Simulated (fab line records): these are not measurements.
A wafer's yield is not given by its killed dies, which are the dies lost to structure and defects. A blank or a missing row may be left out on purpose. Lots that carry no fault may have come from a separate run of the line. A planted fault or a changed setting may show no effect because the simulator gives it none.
fab line records	flow nand-harc	part 1 of 2: steps 1 to 41 of 42
record: lots: 6	wafers: 18	last-day: 34
route steps=1302 shown A_M1@1181 A_BONDPAD@1202 HYBRID_BOND@1237 END@1302
lots untouched by any fault: they come from a run of this same line in which no faults occurred
start-h: the number of hours between the record's first day and the start of the first shown wafer of the lot	wait-h: hours elapsed since this lot's preceding step	" as in the row above	L1.1+2: several wafers, shown together as one row	- no value, or no start given	* or withheld: withheld	< > ~ a bound
route shown NAME@n: NAME is a module with steps in the file, n the number in the route of the first one	usual: mean/standard deviation of fault-free wafers	same: alike in all rows	chamber/n: place in a boat	sites: each site's reading	_std_site: the values' standard deviation	_edge_site: the outer-site mean with the inner-site mean subtracted	radius-mm: how far each site lies from the wafer's centre	mask NAME#n: copy n	behind: tool/chamber where the wafer was last shaped	hold: what put the lot on hold/how long, in hours/how the hold closed	device: the transistor (n, p or np) that didn't switch	end of line: tests of these same wafers at the route's end	a step with no rows: only its recipe	killed: dies lost to structure and defects at the first sort, not the wafer's yield	map: the dies of a wafer, with x for killed, . for not killed, _ for no die there
set.NAME: setting as actually run; set.NAME@STEP: the setting as run at that earlier step	model.NAME: the simulator's own value behind a step, which no gauge read
certain route steps with their lots: each step a table, each wafer a row
services: the hour from which a tool's chamber was out of use, counted from the record's first day as start-h (under 0 if before that day), plus the number of hours and why
== steps ==
step: NHARC_A_M1_INSPECT_11
usual: raw-defect-count: 96/36
lot.wafer	tool	chamber	start-h	wait-h	raw-defect-count
L305.1	defect-inspect-02	-	542.05	0.0	128
L305.2	"	-	"	"	113
L305.3	"	-	"	"	98
L309.1	defect-inspect-02	-	603.43	0.0	73
L309.2	"	-	"	"	83
L309.6	"	-	"	"	87
L314.3	defect-inspect-02	-	650.16	0.0	62
L314.5	"	-	"	"	79
L314.6	"	-	"	"	65
L316.2	defect-inspect-02	-	650.93	0.0	77
L316.3	"	-	"	"	65
L316.5	"	-	"	"	77
L317.1	defect-inspect-02	-	679.41	0.0	59
L317.2	"	-	"	"	53
L317.3	"	-	"	"	52
L326.2	defect-inspect-02	-	769.82	0.0	138
L326.5	"	-	"	"	120
L326.6	"	-	"	"	164
step: NHARC_A_M1_DESCUM_14
recipe: time-s: 3	o2-flow-sccm: 200	ar-flow-sccm: 0	bias-power-w: 0	chemistry: O2
usual: drypump-motor-current-A: 5.9/0.34	mfc-ar-sccm: 0.007/0.0083	oes-product-au: 0.998/0.0088	rf-vpp-V: 57.6/0.89	showerhead-plenum-p-Torr: 1.86/0.06	throttle-valve-pct: 11.312/0.0095
lot.wafer	tool	chamber	start-h	wait-h	drypump-motor-current-A	mfc-ar-sccm	oes-product-au	rf-hours-counter-h	rf-vpp-V	showerhead-plenum-p-Torr	throttle-valve-pct
L305.3	rie-diel-07	3	542.11	0.1	6.5	0.014	1.002	1.4	56.2	1.94	11.303
L305.2	"	0	"	"	5.7	0.018	1.002	1.4	57.6	1.85	11.320
L305.1	"	1	"	"	5.9	0.027	0.998	1.4	58.1	1.84	11.318
L309.2	rie-diel-07	0	603.49	0.1	5.8	0.018	1.005	3.3	58.0	1.85	11.297
L309.1	"	2	"	"	6.1	0	1.002	2.7	58.7	1.93	11.327
L309.6	"	2	"	"	6.1	0	1.002	-	58.3	1.93	11.306
L314.3	rie-diel-06	3	650.23	0.1	6.0	0	1.005	7.1	57.4	1.79	11.311
L314.6	"	2	"	"	6.3	0	0.986	-	59.5	1.79	11.326
L314.5	"	3	"	"	6.0	0	1.001	-	58.0	1.79	11.304
L316.3	rie-diel-06	0	650.99	0.1	5.9	0.014	0.982	7.0	57.6	1.85	11.320
L316.2	"	1	"	"	5.5	0.012	0.995	7.2	58.8	1.87	11.325
L316.5	"	1	"	"	5.5	0.012	0.989	-	56.8	1.87	11.327
L317.2	rie-diel-01	3	679.47	0.1	5.9	0	0.997	2.9	58.9	1.91	11.316
L317.1	"	1	"	"	5.2	0	1.002	4.8	57.1	1.92	11.294
L317.3	"	2	"	"	6.2	0	1.008	4.8	58.0	1.78	11.306
L326.2	rie-diel-01	2	769.88	0.1	6.1	0	0.989	1.5	56.9	1.77	11.314
L326.5	"	0	"	"	6.1	0.008	0.991	-	57.2	1.94	11.315
L326.6	"	1	"	"	5.2	0	0.992	-	58.6	1.92	11.302
step: NHARC_A_M1_ETCH_35
recipe: target-depth-a: 400	overetch-a: 120	time-s: 43.94	ion-energy-ev: 200	n2-flow-sccm: 150	h2-flow-sccm: 150	ar-flow-sccm: 0	rf-w: 400	bias-w: 150	chemistry: N2/H2
usual: drypump-motor-current-A: 5.9/0.35	mfc-ar-sccm: 0.007/0.0081	oes-product-au: 0.998/0.0082	rf-vpp-V: 429.0/2	showerhead-plenum-p-Torr: 1.99/0.066	throttle-valve-pct: 14.171/0.01
lot.wafer	tool	chamber	start-h	wait-h	drypump-motor-current-A	mfc-ar-sccm	oes-product-au	rf-hours-counter-h	rf-vpp-V	showerhead-plenum-p-Torr	throttle-valve-pct
L305.1	rie-diel-07	3	542.19	0.1	6.5	0.014	1.004	1.4	432.0	2.07	14.188
L305.2	"	0	"	"	5.7	0.018	1.002	1.4	429.2	1.97	14.153
L305.3	"	1	"	"	5.8	0.027	1.002	1.4	427.7	1.96	14.169
L309.1	rie-diel-07	3	603.59	0.1	6.5	0.014	0.998	3.5	432.7	2.07	14.178
L309.2	"	0	"	"	5.8	0.018	0.998	3.3	426.7	1.97	14.165
L309.6	"	3	"	"	6.5	0.014	1.002	-	433.3	2.07	14.156
L314.3	rie-diel-06	0	650.33	0.1	5.9	0.014	1.000	7.0	429.7	1.97	14.170
L314.6	"	1	"	"	5.5	0.012	1.007	-	429.1	1.99	14.176
L314.5	"	2	"	"	6.3	0	1.004	-	426.6	1.91	14.181
L316.2	rie-diel-06	1	651.07	0.1	5.5	0.012	0.996	7.2	430.4	1.99	14.172
L316.3	"	3	"	"	6.0	0	0.997	7.1	427.5	1.91	14.144
L316.5	"	2	"	"	6.3	0	0.990	-	425.6	1.91	14.165
L317.2	rie-diel-01	2	679.56	0.1	6.2	0	0.992	4.8	427.3	1.89	14.172
L317.3	"	0	"	"	6.1	0.008	0.989	4.6	430.7	2.07	14.177
L317.1	"	1	"	"	5.2	0	0.987	4.8	431.2	2.05	14.164
L326.2	rie-diel-01	0	770.00	0.1	6.1	0.008	1.001	1.5	431.0	2.07	14.163
L326.5	"	1	"	"	5.2	0	1.010	-	429.8	2.05	14.173
L326.6	"	0	"	"	6.1	0.008	0.997	-	430.9	2.07	14.181
step: NHARC_A_M1_ETCH_15
recipe: target-depth-a: 1825	time-s: 91.2	c4f8-flow-sccm: withheld	ar-flow-sccm: 400	rf-w: 600	bias-w: 300	chemistry: C4F8/Ar
step: NHARC_A_M1_CD_MEAS_16
usual: cd-nm: 120.2/0.69
lot.wafer	tool	chamber	start-h	wait-h	cd-nm
L305.1	cd-sem-01	-	542.41	-	119.8
L305.2	"	-	"	"	119.7
L305.3	"	-	"	"	119.8
L309.1	cd-sem-01	-	603.84	-	121.7
L309.2	"	-	"	"	119.5
L309.6	"	-	"	"	121.0
L314.3	cd-sem-02	-	650.53	-	119.5
L314.5	"	-	"	"	120.4
L314.6	"	-	"	"	120.6
L316.2	cd-sem-02	-	651.29	-	120.7
L316.3	"	-	"	"	119.8
L316.5	"	-	"	"	119.4
L317.1	cd-sem-02	-	679.78	-	119.1
L317.2	"	-	"	"	120.1
L317.3	"	-	"	"	120.3
L326.2	cd-sem-02	-	770.23	-	120.5
L326.5	"	-	"	"	120.1
L326.6	"	-	"	"	120.6
step: NHARC_A_M1_STRIP_18
recipe: power-w: 1000	n2-flow-sccm: 150	h2-flow-sccm: 150	ar-flow-sccm: 0	bias-w: 0	chemistry: N2/H2
step: NHARC_A_M1_ETCH_28
recipe: target-depth-a: 300	over-etch-frac: 0.3	time-s: 72.99	ion-energy-ev: 150	cf4-flow-sccm: 50	n2-flow-sccm: 100	ar-flow-sccm: 150	rf-w: 300	bias-w: 100	chemistry: CF4/N2
step: NHARC_A_M1_STRIP_19
recipe: time-s: 600	temp-c: 30	chemistry: post-etch-residue-remover
step: NHARC_A_M1_DEGAS_29
recipe: temp-c: 250	time-s: 60
step: NHARC_A_M1_PRE_CLEAN_30
recipe: time-s: 30	temp-c: 280	gas: H2/He
step: NHARC_A_M1_PVD_20
recipe: target-thk-a: 50	bias-v: 168.6	power-w: 15000	chamber-pressure-pa: 0.12	time-s: 8.06	substrate-temp-c: 50	material: TaN
usual: substrate-temp-c: 49.98/0.13	throttle-valve-pct: 30.2/1.1
lot.wafer	tool	chamber	start-h	wait-h	substrate-temp-c	throttle-valve-pct
L305.1	pvd-sputter-01	-	-	-	49.66	31.2
L305.3	"	-	"	"	50.09	32.0
L305.2	"	-	"	"	49.88	30.6
L309.1	pvd-sputter-01	-	-	-	49.93	30.1
L309.2	"	-	"	"	49.90	31.3
L309.6	"	-	"	"	49.81	32.7
L314.3	pvd-sputter-02	-	-	-	49.90	31.1
L314.5	"	-	"	"	49.92	29.7
L314.6	"	-	"	"	49.78	31.5
L316.3	pvd-sputter-01	-	-	-	50.05	29.7
L316.2	"	-	"	"	49.97	32.4
L316.5	"	-	"	"	50.11	29.8
L317.3	pvd-sputter-01	-	-	-	50.14	30.0
L317.1	"	-	"	"	50.05	31.1
L317.2	"	-	"	"	50.08	30.3
L326.2	pvd-sputter-01	-	-	-	50.05	30.6
L326.6	"	-	"	"	50.16	30.3
L326.5	"	-	"	"	50.29	30.2
step: NHARC_A_M1_PVD_21
recipe: target-thk-a: 300	chamber-pressure-pa: 5	power-w: 5000	substrate-temp-c: 30	time-s: 20.49	material: Cu
step: NHARC_A_M1_ECD_22
recipe: target-thk-a: 4000	bath-temp-c: 25	material: Cu
lot.wafer	tool	chamber	start-h	wait-h
L305.2+1+3	ecd-cu-01	0,1,0	543.48	-
L309.2+1+6	ecd-cu-02	0,1,0	604.92	-
L314.3+6+5	ecd-cu-02	0,0,1	651.70	-
L316.2+3+5	ecd-cu-01	0,1,0	652.45	-
L317.1+2+3	ecd-cu-01	0,1,0	680.85	-
L326.2+5+6	ecd-cu-01	0,0,1	771.30	-
step: NHARC_A_M1_ANNEAL_31
recipe: temp-c: 225	time-s: 90
step: NHARC_A_M1_CMP_23
recipe: t-overpolish-s: 20	target-thk-nm: 154.34
step: NHARC_A_M1_THK_MEAS_24
recipe: thk-meas-gauge: xrf
usual: thk-nm: 154.3/1.4
lot.wafer	tool	chamber	start-h	wait-h	thk-nm
L305.1	film-metro-01	-	544.52	-	154.6
L305.2	"	-	"	"	154.2
L305.3	"	-	"	"	155.8
L309.1	film-metro-02	-	606.03	-	154.1
L309.2	"	-	"	"	153.4
L309.6	"	-	"	"	154.4
L314.3	film-metro-02	-	652.67	-	153.7
L314.5	"	-	"	"	154.9
L314.6	"	-	"	"	152.2
L316.2	film-metro-02	-	653.44	-	153.0
L316.3	"	-	"	"	153.4
L316.5	"	-	"	"	153.9
L317.1	film-metro-01	-	681.88	-	154.8
L317.2	"	-	"	"	158.2
L317.3	"	-	"	"	153.9
L326.2	film-metro-01	-	772.34	-	153.2
L326.5	"	-	"	"	152.5
L326.6	"	-	"	"	154.1
step: NHARC_A_M1_SRD_25
step: NHARC_A_M1_PRE_CLEAN_32
recipe: time-s: 12	temp-c: 370	rf-power-w: 300	gas: NH3
step: NHARC_A_M1_DEP_33
recipe: target-thk-a: 300	temp-c: 370	target-thk-nm: 30	pressure-torr: 3	flow-sccm: 200	rf-w: 450	material: SiCN
usual: heater-power-w: 613/100	showerhead-vpp-V: 1311/57
lot.wafer	tool	chamber	start-h	wait-h	heater-power-w	showerhead-vpp-V
L305.1	pecvd-01	1	544.82	0.1	767	1290
L305.2	"	2	"	"	539	1264
L305.3	"	0	"	"	492	1252
L309.1	pecvd-03	1	606.33	0.1	758	1298
L309.2	"	0	"	"	687	1418
L309.6	"	0	"	"	668	1417
L314.3	pecvd-04	0	653.06	0.1	688	1334
L314.6	"	1	"	"	507	1367
L314.5	"	0	"	"	679	1280
L316.2	pecvd-04	0	653.74	0.1	765	1297
L316.3	"	2	"	"	609	1238
L316.5	"	2	"	"	619	1200
L317.3	pecvd-03	0	682.18	0.1	670	1402
L317.2	"	1	"	"	784	1326
L317.1	"	2	"	"	454	1370
L326.2	pecvd-01	2	772.73	0.1	463	1273
L326.5	"	0	"	"	598	1281
L326.6	"	2	"	"	468	1276
step: NHARC_A_BONDPAD_DEP_00
recipe: target-thk-a: 2500	temp-c: 370	target-thk-nm: 250	pressure-torr: 3	flow-sccm: 200	rf-w: 450	material: SiCN
step: NHARC_A_BONDPAD_CMP_29
recipe: target-thk-nm: 200	material: SiCN
step: NHARC_A_BONDPAD_THK_MEAS_30
recipe: thk-meas-gauge: ellipsometry
usual: thk-nm: 199.5/1.7
lot.wafer	tool	chamber	start-h	wait-h	thk-nm
L305.1	film-metro-02	-	546.03	0.2	201.9
L305.2	"	-	"	"	197.4
L305.3	"	-	"	"	198.1
L309.1	film-metro-02	-	607.53	0.2	198.5
L309.2	"	-	"	"	198.4
L309.6	"	-	"	"	199.7
L314.3	film-metro-02	-	654.18	0.2	199.6
L314.5	"	-	"	"	198.2
L314.6	"	-	"	"	198.7
L316.2	film-metro-01	-	654.94	0.2	196.9
L316.3	"	-	"	"	196.0
L316.5	"	-	"	"	197.2
L317.1	film-metro-01	-	683.38	0.2	202.7
L317.2	"	-	"	"	202.6
L317.3	"	-	"	"	198.1
L326.2	film-metro-02	-	773.86	0.2	201.6
L326.5	"	-	"	"	200.7
L326.6	"	-	"	"	201.3
step: NHARC_A_BONDPAD_SRD_31
step: NHARC_A_BONDPAD_DEHYDRATE_01
recipe: temp-c: 150	time-s: 120
step: NHARC_A_BONDPAD_HMDS_02
recipe: time-s: 30
step: NHARC_A_BONDPAD_COAT_33
recipe: temp-c: 200	time-s: 65
step: NHARC_A_BONDPAD_COAT_03
recipe: spin-rpm: 2000	resist-thk-nm: 600
step: NHARC_A_BONDPAD_SOFTBAKE_04
recipe: temp-c: 125	time-s: 70
step: NHARC_A_BONDPAD_EBR_05
step: NHARC_A_BONDPAD_EXPOSE_06
recipe: na: 0.55	dose-mj: 36.99	mask-id: A_BPAD
step: NHARC_A_BONDPAD_PEB_07
recipe: peb-temp-c: 128	peb-time-s: 80
step: NHARC_A_BONDPAD_DEVELOP_08
recipe: time-s: 50	dev-temp-c: 22
step: NHARC_A_BONDPAD_CD_MEAS_09
recipe: target-cd-nm: 500	landing-energy-ev: 500
usual: cd-nm: 500.0/1.6
lot.wafer	tool	chamber	start-h	wait-h	cd-nm
L305.1	cd-sem-01	0	546.48	-	500.7
L305.2	"	0	"	"	499.2
L305.3	"	0	"	"	500.0
L309.1	cd-sem-02	0	608.10	-	502.9
L309.2	"	0	"	"	501.5
L309.6	"	0	"	"	502.1
L314.3	cd-sem-02	0	654.64	-	502.4
L314.5	"	0	"	"	500.0
L314.6	"	0	"	"	503.2
L316.2	cd-sem-02	0	655.51	-	499.6
L316.3	"	0	"	"	496.8
L316.5	"	0	"	"	499.0
L317.1	cd-sem-01	0	683.95	-	500.9
L317.2	"	0	"	"	499.1
L317.3	"	0	"	"	501.2
L326.2	cd-sem-02	0	774.44	-	496.5
L326.5	"	0	"	"	499.8
L326.6	"	0	"	"	498.3
step: NHARC_A_BONDPAD_OVL_MEAS_35
usual: overlay-x-nm: 0/5.4	overlay-y-nm: 0/6
lot.wafer	tool	chamber	start-h	wait-h	overlay-x-nm	overlay-y-nm
L305.1	overlay-01	-	546.56	-	4	8
L305.2	"	-	"	"	4	8
L305.3	"	-	"	"	4	7
L309.1	overlay-01	-	608.19	-	-10	0
L309.2	"	-	"	"	-10	0
L309.6	"	-	"	"	-10	0
L314.3	overlay-02	-	654.72	-	1	0
L314.5	"	-	"	"	0	0
L314.6	"	-	"	"	1	0
L316.2	overlay-01	-	655.59	-	3	14
L316.3	"	-	"	"	3	14
L316.5	"	-	"	"	4	14
L317.1	overlay-01	-	684.03	-	-10	-7
L317.2	"	-	"	"	-10	-7
L317.3	"	-	"	"	-10	-7
L326.2	overlay-02	-	774.53	-	-12	7
L326.5	"	-	"	"	-11	7
L326.6	"	-	"	"	-11	7
step: NHARC_A_BONDPAD_HARDBAKE_10
recipe: temp-c: 118	time-s: 65
step: NHARC_A_BONDPAD_DESCUM_11
recipe: time-s: 3	o2-flow-sccm: 200	ar-flow-sccm: 0	bias-power-w: 0	chemistry: O2
step: NHARC_A_BONDPAD_ETCH_34
recipe: target-depth-a: 600	overetch-a: 180	time-s: 65.91	ion-energy-ev: 200	n2-flow-sccm: 150	h2-flow-sccm: 150	ar-flow-sccm: 0	rf-w: 400	bias-w: 150	chemistry: N2/H2
usual: drypump-motor-current-A: 5.6/0.33	mfc-ar-sccm: 0.012/0.015	oes-product-au: 1.002/0.0086	rf-vpp-V: 431.7/2.3	showerhead-plenum-p-Torr: 2.08/0.081	throttle-valve-pct: 14.171/0.0093
lot.wafer	tool	chamber	start-h	wait-h	drypump-motor-current-A	mfc-ar-sccm	oes-product-au	rf-hours-counter-h	rf-vpp-V	showerhead-plenum-p-Torr	throttle-valve-pct
L305.3	rie-diel-05	1	546.78	0.1	5.2	0	0.990	4	433.8	2.11	14.174
L305.2	"	2	"	"	5.4	0.014	1.003	4	435.3	2.20	14.189
L305.1	"	3	"	"	6.0	0	1.006	4	429.0	2.02	14.172
L309.1	rie-diel-05	2	608.41	0.1	5.4	0.014	1.006	1	435.8	2.20	14.173
L309.2	"	3	"	"	6.0	0	1.002	1	430.7	2.02	14.173
L309.6	"	1	"	"	5.2	0	0.988	-	432.2	2.11	14.176
L314.3	rie-diel-05	1	654.95	0.1	5.2	0	0.990	2	433.2	2.11	14.182
L314.6	"	3	"	"	6.0	0	0.986	-	429.8	2.02	14.175
L314.5	"	0	"	"	5.4	0.038	1.003	-	432.5	2.13	14.163
L316.3	rie-diel-05	1	655.82	0.1	5.2	0	1.006	2	431.7	2.11	14.185
L316.2	"	2	"	"	5.4	0.014	0.994	2	435.6	2.20	14.172
L316.5	"	0	"	"	5.5	0.038	1.009	-	433.8	2.13	14.166
L317.1	rie-diel-05	2	684.24	0.1	5.4	0.014	0.998	3	433.7	2.19	14.182
L317.2	"	3	"	"	6.0	0	0.999	3	430.1	2.02	14.163
L317.3	"	1	"	"	5.2	0	1.009	2	433.8	2.11	14.185
L326.2	rie-diel-05	1	774.74	0.1	5.3	0	1.003	0	433.5	2.11	14.170
L326.5	"	1	"	"	5.2	0	0.995	-	431.1	2.11	14.175
L326.6	"	2	"	"	5.4	0.014	1.010	-	433.4	2.19	14.157
step: NHARC_A_BONDPAD_ETCH_12
recipe: target-depth-a: 2200	time-s: 110	chf3-flow-sccm: 50	o2-flow-sccm: 10	ar-flow-sccm: 200	rf-w: 500	bias-w: 200	chemistry: CHF3/O2
step: NHARC_A_BONDPAD_CD_MEAS_13
usual: cd-nm: 499.2/1.9
lot.wafer	tool	chamber	start-h	wait-h	cd-nm
L305.1	cd-sem-02	-	547.00	-	498.5
L305.2	"	-	"	"	497.2
L305.3	"	-	"	"	498.9
L309.1	cd-sem-03	-	608.63	-	503.5
L309.2	"	-	"	"	500.6
L309.6	"	-	"	"	500.9
L314.3	cd-sem-01	-	655.17	-	501.2
L314.5	"	-	"	"	499.2
L314.6	"	-	"	"	501.9
L316.2	cd-sem-02	-	656.05	-	498.5
L316.3	"	-	"	"	494.5
L316.5	"	-	"	"	497.8
L317.1	cd-sem-03	-	684.47	-	499.4
L317.2	"	-	"	"	496.3
L317.3	"	-	"	"	499.2
L326.2	cd-sem-01	-	774.98	-	495.5
L326.5	"	-	"	"	498.7
L326.6	"	-	"	"	498.3
step: NHARC_A_BONDPAD_STRIP_15
recipe: o2-flow-sccm: 500	ar-flow-sccm: 0	bias-w: 0	chemistry: O2
step: NHARC_HYBRID_BOND_ACTIVATE_00
recipe: time-s: 60	n2-flow-sccm: 200	ar-flow-sccm: 0	bias-power-w: 0	chemistry: N2
usual: drypump-motor-current-A: 5.6/0.41	mfc-ar-sccm: 0.014/0.014	oes-product-au: 0.999/0.01	rf-vpp-V: 63.9/0.96	showerhead-plenum-p-Torr: 1.75/0.073
lot.wafer	tool	chamber	start-h	wait-h	hold	drypump-motor-current-A	mfc-ar-sccm	oes-product-au	rf-hours-counter-h	rf-vpp-V	showerhead-plenum-p-Torr
L305.1	rie-diel-11	3	549.31	0.1	-	5.9	0.021	1.004	35	64.3	1.67
L305.2	"	0	"	"	-	6.3	0.002	1.000	19	62.5	1.72
L305.3	"	2	"	"	-	5.2	0.037	1.005	32	63.8	1.68
L309.1	rie-diel-10	3	610.94	0.1	-	5.9	0	1.011	0	64.5	1.70
L309.2	"	0	"	"	-	6.0	0.008	1.000	0	64.6	1.72
L309.6	"	3	"	"	-	5.9	0	1.009	-	62.8	1.70
L314.3	rie-diel-03	0	657.48	0.1	-	6.1	0	0.987	5	64.5	1.75
L314.6	"	0	"	"	-	6.0	0	0.982	-	63.0	1.75
L314.5	"	1	"	"	-	5.8	0	0.990	-	63.8	1.90
L316.3	rie-diel-10	1	662.58	4.1	await-dispo/3.8h/release	5.1	0.021	0.993	5	64.9	1.71
L316.2	"	2	"	"	await-dispo/3.8h/release	5.3	0.037	0.993	5	64.1	1.86
L316.5	"	3	"	"	await-dispo/3.8h/release	5.9	0	1.007	-	64.7	1.70
L317.2	rie-diel-10	2	688.18	1.3	await-dispo/1.2h/release	5.3	0.037	0.997	6	65.3	1.86
L317.3	"	3	"	"	await-dispo/1.2h/release	6.0	0	1.005	6	64.9	1.70
L317.1	"	0	"	"	await-dispo/1.2h/release	6.0	0.008	1.003	5	61.8	1.72
L326.2	rie-diel-11	2	777.41	0.1	-	5.3	0.037	1.011	59	63.8	1.66
L326.5	"	3	"	"	-	5.9	0.021	0.995	-	62.3	1.65
L326.6	"	0	"	"	-	6.3	0.002	0.996	-	62.7	1.69
